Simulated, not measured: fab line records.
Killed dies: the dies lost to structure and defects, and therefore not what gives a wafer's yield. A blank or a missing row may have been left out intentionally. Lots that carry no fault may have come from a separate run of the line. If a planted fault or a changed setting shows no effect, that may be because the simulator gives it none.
Chamber matching ; flow nand_harc ; NHARC_A_STAIRCASE_DEP_417 on pecvd-03: 3 sister chambers
The step deposits Si3N4, target thk 60 nm. 6 wafers are shown with their chamber, then 7 later ones without.

## WAFERS, EACH WITH ITS CHAMBER
wafer;chamber;heater_power_w (W)
L691.1;0;562
L693.1;0;632
L693.2;2;607
L698.1;2;562
L705.3;1;636
L705.4;1;636

## WAFERS WHOSE CHAMBER IS MISSING
wafer;heater_power_w (W)
L705.6;577
L706.1;741
L706.2;564
L706.6;561
L707.1;751
L707.4;683
L707.6;736

## THE CHAMBER EACH PASSED THROUGH
wafer;from the rows above;in truth
L705.6;can't be placed: 2 or 0 or 1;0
L706.1;can't be placed: 1 or 0 or 2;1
L706.2;can't be placed: 2 or 0 or 1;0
L706.6;can't be placed: 2 or 0 or 1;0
L707.1;can't be placed: 1 or 0 or 2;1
L707.4;can't be placed: 1 or 0 or 2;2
L707.6;can't be placed: 1 or 0 or 2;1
Placed correctly: 0 of 7. Unplaceable from these rows: 7, with the true chamber sitting among the candidates in 7. Wrongly placed: 0.
How it was worked out, from the rows above alone: a wafer's distance from a chamber is the root of the sum, over the readings, of the square of ((its reading less the chamber's mean) divided by the reading's scatter). The wafer belongs to the nearest chamber; if the next one is less than 2 further off, it can't be placed. The mean given for a chamber averages the wafers shown for that chamber. The scatter: the root of (the sum of the squares of (reading less its chamber's mean) over the shown wafers, divided by (wafers less chambers)).
